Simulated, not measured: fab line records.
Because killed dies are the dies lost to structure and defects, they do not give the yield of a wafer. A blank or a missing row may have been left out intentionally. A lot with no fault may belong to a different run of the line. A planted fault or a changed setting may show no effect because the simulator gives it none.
Matching of chambers + flow n5Finfet + 4 sister chambers for N5_GATE_CUT_CMP_43 on cmp-02
The step polishes SiO2. 27 wafers are shown with their chamber, then 12 later ones without.

WAFERS, EACH WITH ITS CHAMBER
| wafer  | chamber | motorCurrentA (A) |
|--------|---------|-------------------|
| L074.4 | 1       | 11.2              |
| L074.5 | 1       | 10.8              |
| L074.6 | 0       | 13.1              |
| L075.2 | 2       | 11.6              |
| L075.3 | 1       | 10.8              |
| L075.4 | 0       | 11.8              |
| L076.2 | 2       | 10.7              |
| L076.4 | 3       | 16.0              |
| L076.6 | 3       | 14.6              |
| L079.1 | 3       | 15.7              |
| L079.4 | 0       | 12.5              |
| L079.6 | 0       | 12.0              |
| L079.2 | 2       | 11.3              |
| L079.3 | 1       | 11.0              |
| L079.5 | 1       | 11.0              |
| L084.2 | 1       | 11.4              |
| L084.4 | 0       | 11.6              |
| L084.5 | 3       | 15.0              |
| L085.2 | 1       | 11.0              |
| L085.4 | 3       | 14.6              |
| L085.6 | 2       | 11.2              |
| L087.4 | 3       | 15.4              |
| L087.5 | 0       | 11.7              |
| L087.6 | 1       | 10.8              |
| L088.1 | 2       | 11.2              |
| L088.2 | 3       | 14.9              |
| L088.6 | 2       | 10.8              |

SIGNATURES (means of the wafers above)
| reading       | chamber 0 | chamber 1 | chamber 2 | chamber 3 | scatter within a chamber |
|---------------|-----------|-----------|-----------|-----------|--------------------------|
| motorCurrentA | 12.117    | 11.000    | 11.133    | 15.171    | 0.433                    |
Rule: a wafer's distance from a chamber is the root of the sum, over the readings, of the square of ((its reading less the chamber's mean) divided by the reading's scatter). If the next closest chamber is less than 2 further off than the closest, the wafer can't be placed; otherwise it belongs to the closest. How the scatter is found: for the shown wafers, subtract from each reading the mean of its chamber, square and add these, divide the total by (wafers less chambers), then take the root.

WAFERS MISSING THEIR CHAMBER
| wafer  | motorCurrentA (A) |
|--------|-------------------|
| L090.2 | 15.1              |
| L090.3 | 11.3              |
| L090.4 | 11.0              |
| L092.1 | 11.1              |
| L092.3 | 10.6              |
| L092.6 | 15.0              |
| L096.1 | 10.5              |
| L096.3 | 13.8              |
| L096.5 | 14.9              |
| L097.2 | 11.8              |
| L097.3 | 10.8              |
| L097.4 | 11.1              |

WHICH CHAMBER EACH WENT THROUGH
| wafer  | from the rows above          | in truth |
|--------|------------------------------|----------|
| L090.2 | 3                            | 3        |
| L090.3 | can't be placed: 2 or 1 or 0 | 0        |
| L090.4 | can't be placed: 1 or 2      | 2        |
| L092.1 | can't be placed: 2 or 1      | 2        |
| L092.3 | can't be placed: 1 or 2      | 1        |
| L092.6 | 3                            | 3        |
| L096.1 | can't be placed: 1 or 2      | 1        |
| L096.3 | can't be placed: 3 or 0      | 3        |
| L096.5 | 3                            | 3        |
| L097.2 | can't be placed: 0 or 2 or 1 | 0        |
| L097.3 | can't be placed: 1 or 2      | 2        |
| L097.4 | can't be placed: 2 or 1      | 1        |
Correct placement for 3 of the 12. Can't be placed from these rows: 9 (the true chamber is among the candidates in 9). 0 placed wrongly.
